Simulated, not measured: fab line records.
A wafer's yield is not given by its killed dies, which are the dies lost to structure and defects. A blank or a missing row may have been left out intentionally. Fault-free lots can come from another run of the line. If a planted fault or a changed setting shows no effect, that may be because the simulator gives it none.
Which tool was responsible? -- flow n5_finfet -- 24 lots with 72 wafers sampled at 2 steps, on a route of 1938 steps

WHAT THE GAUGES READ, wafer by wafer
N5_BEOL_M12_INSPECT_55: inspects for defects (darkfield).
lot,measured,on,raw_defect_count
L074,day 11 01:44,defect_inspect-02,97 92 91
L075,day 11 02:13,defect_inspect-01,98 121 128
L077,day 11 05:13,defect_inspect-02,66 77 62
L076,day 11 08:34,defect_inspect-01,80 62 139
L078,day 12 11:37,defect_inspect-01,68 54 70
L079,day 12 12:17,defect_inspect-01,78 63 71
L081,day 12 16:49,defect_inspect-02,74 74 77
L082,day 13 01:19,defect_inspect-02,66 57 93
L080,day 13 10:24,defect_inspect-01,83 136 108
L083,day 13 13:02,defect_inspect-01,52 68 44
L086,day 13 18:48,defect_inspect-01,109 117 67
L085,day 13 22:14,defect_inspect-02,72 67 73
L084,day 14 00:12,defect_inspect-02,49 50 80
L087,day 14 04:36,defect_inspect-01,90 70 88
L088,day 14 06:33,defect_inspect-01,92 51 78
L089,day 14 18:53,defect_inspect-01,50 80 77
L090,day 14 20:11,defect_inspect-02,90 46 85
L092,day 15 03:21,defect_inspect-01,49 35 70
L091,day 15 11:58,defect_inspect-01,147 81 76
L093,day 15 13:51,defect_inspect-02,81 64 76
L094,day 15 23:25,defect_inspect-01,71 65 98
L095,day 16 03:34,defect_inspect-01,57 45 85
L096,day 16 16:58,defect_inspect-02,79 104 93
L097,day 17 11:16,defect_inspect-01,82 155 107

TOOL THAT RAN EACH LOT (tool first, then ch and the chambers of the sampled wafers, then the start)
lot,N5_BEOL_M12_SPUTTER_44
L074,"pvd_sputter-01, day 11 00:39"
L075,"pvd_sputter-01, day 11 01:08"
L077,"pvd_sputter-02, day 11 04:08"
L076,"pvd_sputter-01, day 11 06:58"
L078,"pvd_sputter-01, day 12 09:29"
L079,"pvd_sputter-01, day 12 10:15"
L081,"pvd_sputter-01, day 12 15:33"
L082,"pvd_sputter-03, day 13 00:09"
L080,"pvd_sputter-02, day 13 09:18"
L083,"pvd_sputter-03, day 13 11:58"
L086,"pvd_sputter-03, day 13 17:43"
L085,"pvd_sputter-03, day 13 20:34"
L084,"pvd_sputter-02, day 13 22:50"
L087,"pvd_sputter-01, day 14 03:22"
L088,"pvd_sputter-01, day 14 05:20"
L089,"pvd_sputter-02, day 14 17:45"
L090,"pvd_sputter-01, day 14 19:06"
L092,"pvd_sputter-03, day 15 02:15"
L091,"pvd_sputter-02, day 15 10:52"
L093,"pvd_sputter-02, day 15 12:45"
L094,"pvd_sputter-02, day 15 22:11"
L095,"pvd_sputter-02, day 16 02:27"
L096,"pvd_sputter-03, day 16 15:51"
L097,"pvd_sputter-02, day 17 10:04"
- N5_BEOL_M12_SPUTTER_44: material Ta, target thk 10 nm, time 16.13 s.

AS READ BY THE TOOLS THEMSELVES (means over the sampled wafers that have a number; for cases with no such wafer, the mark the record gives instead)
N5_BEOL_M12_SPUTTER_44.
lot,tool,substrate_temp_c (C),throttle_valve_pct (%)
L074,pvd_sputter-01,49.95,29.8
L075,pvd_sputter-01,49.96,29.3
L077,pvd_sputter-02,50.08,30.7
L076,pvd_sputter-01,49.95,31.1
L078,pvd_sputter-01,49.97,30.9
L079,pvd_sputter-01,49.93,29.9
L081,pvd_sputter-01,50.02,29.0
L082,pvd_sputter-03,50.16,30.3
L080,pvd_sputter-02,49.89,30.2
L083,pvd_sputter-03,50.01,30.4
L086,pvd_sputter-03,49.93,30.0
L085,pvd_sputter-03,49.92,29.7
L084,pvd_sputter-02,50.01,30.8
L087,pvd_sputter-01,50.11,29.0
L088,pvd_sputter-01,49.93,30.0
L089,pvd_sputter-02,50.04,30.2
L090,pvd_sputter-01,49.92,29.7
L092,pvd_sputter-03,50.04,30.3
L091,pvd_sputter-02,50.09,30.8
L093,pvd_sputter-02,49.99,30.1
L094,pvd_sputter-02,50.02,30.7
L095,pvd_sputter-02,50.07,31.1
L096,pvd_sputter-03,49.89,30.9
L097,pvd_sputter-02,50.02,30.8

THE ANSWER, worked out from the rows above alone
Rule: the lots themselves supply what counts as usual. Put in order of their means at a reading, lots are off if they are a third of the lots or fewer, leave a main group of 4 or more, and stand apart from it by a gap of 3 or more times the standard deviation of the main group's means; of several such gaps the widest counts. A main group is skipped when, at the precision printed for the reading in the tables above, its means are all equal. Also off: a lot with no number at a reading for which 4 or more lots have one. Where the step has rows for the other lots, those lots are counted as sound. First the gauges in route order, then the tools' own readings, where a lot's mean is used as printed above. The first step at which some lot is off is used, and at that step the reading that is off furthest; a lot without a number counts as furthest.
None of the lots is off at any reading shown; this tells nothing.

WHAT WAS PUT IN BY THE SIMULATOR
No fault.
